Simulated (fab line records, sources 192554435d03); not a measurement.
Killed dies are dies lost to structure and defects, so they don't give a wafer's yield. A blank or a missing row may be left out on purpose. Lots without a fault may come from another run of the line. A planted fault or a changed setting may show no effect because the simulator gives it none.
Chamber matching | flow n5_finfet | N5_HKMG_FIN_STRIP_89 on rie_diel-03: 4 sister chambers
The step strips SOC in N2/H2, time 20 s. 8 wafers are shown with their chamber, then 10 later ones without.

WAFERS WITH THEIR CHAMBER
wafer  | chamber | throttle_valve_pct (%) | showerhead_plenum_p_Torr (Torr)
L082.1 | 2       | 18.4                   | 3.34
L088.1 | 1       | 19.1                   | 3.29
L088.5 | 1       | 19.1                   | 3.29
L090.1 | 0       | 19.3                   | 3.20
L090.5 | 3       | 18.9                   | 3.39
L090.6 | 2       | 18.4                   | 3.33
L093.2 | 3       | 19.0                   | 3.39
L093.4 | 0       | 19.3                   | 3.19

WAFERS WITHOUT THEIR CHAMBER
wafer  | throttle_valve_pct (%) | showerhead_plenum_p_Torr (Torr)
L093.5 | 18.4                   | 3.33
L095.3 | 19.0                   | 3.39
L095.4 | 19.0                   | 3.39
L095.6 | 18.7                   | 3.28
L096.1 | 19.0                   | 3.39
L096.5 | 19.0                   | 3.39
L096.6 | 18.7                   | 3.28
L097.4 | 18.4                   | 3.32
L097.5 | 19.0                   | 3.38
L097.6 | 18.7                   | 3.28

WHICH CHAMBER EACH WENT THROUGH
wafer  | from the rows above | in truth
L093.5 | 2                   | 2
L095.3 | 3                   | 3
L095.4 | 3                   | 3
L095.6 | 1                   | 1
L096.1 | 3                   | 3
L096.5 | 3                   | 3
L096.6 | 1                   | 1
L097.4 | 2                   | 2
L097.5 | 3                   | 3
L097.6 | 1                   | 1
Placed correctly: 10 of 10. Can't be placed from these rows: 0. Placed wrongly: 0.
How it was worked out, from the rows above alone: a wafer's distance from a chamber is the root of the sum, over the readings, of the square of ((its reading less the chamber's mean) divided by the reading's scatter). The wafer belongs to the nearest chamber; if the next one is less than 2 further off, it can't be placed. A chamber's mean is the mean of its shown wafers. The scatter: the root of (the sum of the squares of (reading less its chamber's mean) over the shown wafers, divided by (wafers less chambers)).
